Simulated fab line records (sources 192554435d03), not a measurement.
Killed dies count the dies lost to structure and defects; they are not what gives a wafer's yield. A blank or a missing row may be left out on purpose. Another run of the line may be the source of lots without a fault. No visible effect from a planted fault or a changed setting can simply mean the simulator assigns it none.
fab line records -- flow n5_finfet
record lots=7, wafers=39
route steps=1938 shown DUMMY_GATE@228
start_h: hours from the record's first day to the start of the lot's first wafer shown -- wait_h: time in hours since the lot's previous step -- " as in the row above -- L1.1+2: a row that stands for several wafers -- - value missing, or start not given -- * or withheld: withheld -- < > ~ a bound
route shown NAME@n: NAME is a module with steps in the file, n the number in the route of the first one -- usual: average and standard deviation across the fault-free wafers -- same: alike in all rows -- chamber/n: place in a boat -- sites: per-site readings -- _std_site: standard deviation across them -- _edge_site: mean of outer sites minus mean of inner sites -- radius_mm: for every site, how far away it sits from the centre of the wafer -- mask NAME#n: copy n -- behind: the tool/chamber that last shaped the wafer -- hold: cause of the lot's hold/its duration in hours/its outcome -- device: the n, p or np transistor that did not switch -- end of line: the tests these same wafers got at the end of their route -- for a step that has no rows: nothing shown but its recipe -- killed: not the wafer's yield, but the dies lost to structure and defects at the first sort -- map: shows each die of a wafer: x if killed, . if not, _ if none is there
set.NAME: the setting as run; set.NAME@STEP: as run at that earlier step -- model.NAME: the simulator's own value behind a step, which no gauge read
lots where settings were altered on purpose, with a table for each step and a row for each wafer
## steps
# step N5_DUMMY_GATE_EXPOSE_12
# recipe mask_id=GATE, na=0.33, source_shape=annular, sigma_inner=0.2, sigma_outer=0.6, polarization=unpolarized, target_cd_nm=25, dose_mj=34
lot.wafer,tool,chamber,start_h,wait_h,mask,set.dose_mj
L077.1+4+6,euv_scanner-02,0,63.41,-,GATE#0,32.1
L077.2+3+5,euv_scanner-02,0,63.41,-,GATE#0,34
L080.1+2+6,euv_scanner-01,0,82.66,-,GATE#0,34
L080.3+4+5,euv_scanner-01,0,82.66,-,GATE#0,33.08
L084.1+4+5,euv_scanner-02,0,107.90,-,GATE#0,31.35
L084.2+3+6,euv_scanner-02,0,107.90,-,GATE#0,34
L088.1+4+5,euv_scanner-02,0,129.66,-,GATE#0,34
L088.2+3+6,euv_scanner-02,0,129.66,-,GATE#0,31.6
L091.1+3+4,euv_scanner-01,0,149.67,-,GATE#0,34
L091.2+5+6,euv_scanner-01,0,149.67,-,GATE#0,32.97
L092.1+2+3,euv_scanner-02,0,154.97,-,GATE#0,34
L095.1+3+4,euv_scanner-01,0,171.63,-,GATE#0,34
L095.2+5+6,euv_scanner-01,0,171.63,-,GATE#0,36.49
# step N5_DUMMY_GATE_PEB_13
# recipe peb_temp_c=100, peb_time_s=60, resist=CAR-EUV
# step N5_DUMMY_GATE_DEVELOP_14
# recipe develop_time_s=30, developer=TMAH, resist=CAR-EUV, rinse_liquid=surfactant_rinse, dry=air_spin, dev_temp_c=23
# step N5_DUMMY_GATE_CD_MEAS_15
# recipe target_cd_nm=25.8, landing_energy_ev=500, detector=se_inlens
# usual cd_nm=24.98/0.29
lot.wafer,tool,chamber,start_h,wait_h,set.dose_mj@DUMMY_GATE_EXPOSE_12,cd_nm
L077.1,cd_sem-02,0,63.54,-,32.1,26.46
L077.2,cd_sem-02,0,63.54,-,34,25.29
L077.3,cd_sem-02,0,63.54,-,34,25.05
L077.4,cd_sem-02,0,63.54,-,32.1,26.64
L077.5,cd_sem-02,0,63.54,-,34,25.27
L077.6,cd_sem-02,0,63.54,-,32.1,26.11
L080.1,cd_sem-02,0,82.79,-,34,24.79
L080.2,cd_sem-02,0,82.79,-,34,24.45
L080.3,cd_sem-02,0,82.79,-,33.08,25.07
L080.4,cd_sem-02,0,82.79,-,33.08,25.28
L080.5,cd_sem-02,0,82.79,-,33.08,25.26
L080.6,cd_sem-02,0,82.79,-,34,24.70
L084.1,cd_sem-01,0,108.02,-,31.35,26.58
L084.2,cd_sem-01,0,108.02,-,34,24.95
L084.3,cd_sem-01,0,108.02,-,34,24.73
L084.4,cd_sem-01,0,108.02,-,31.35,26.14
L084.5,cd_sem-01,0,108.02,-,31.35,26.88
L084.6,cd_sem-01,0,108.02,-,34,25.07
L088.1,cd_sem-01,0,129.78,-,34,24.49
L088.2,cd_sem-01,0,129.78,-,31.6,26.12
L088.3,cd_sem-01,0,129.78,-,31.6,26.57
L088.4,cd_sem-01,0,129.78,-,34,25.09
L088.5,cd_sem-01,0,129.78,-,34,24.92
L088.6,cd_sem-01,0,129.78,-,31.6,26.06
L091.1,cd_sem-01,0,149.80,-,34,24.45
L091.2,cd_sem-01,0,149.80,-,32.97,25.97
L091.3,cd_sem-01,0,149.80,-,34,25.16
L091.4,cd_sem-01,0,149.80,-,34,25.08
L091.5,cd_sem-01,0,149.80,-,32.97,25.11
L091.6,cd_sem-01,0,149.80,-,32.97,25.65
L092.1,cd_sem-01,0,155.10,-,34,24.66
L092.2,cd_sem-01,0,155.10,-,34,24.96
L092.3,cd_sem-01,0,155.10,-,34,25.07
L095.1,cd_sem-01,0,171.76,-,34,25.32
L095.2,cd_sem-01,0,171.76,-,36.49,23.99
L095.3,cd_sem-01,0,171.76,-,34,25.00
L095.4,cd_sem-01,0,171.76,-,34,25.00
L095.5,cd_sem-01,0,171.76,-,36.49,23.74
L095.6,cd_sem-01,0,171.76,-,36.49,23.96
## key
split step=N5_DUMMY_GATE_EXPOSE_12, setting=dose_mj, stated=34, by=wafer
response step=N5_DUMMY_GATE_CD_MEAS_15, reading=cd_nm, change=-0.197, per=1%, r=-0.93
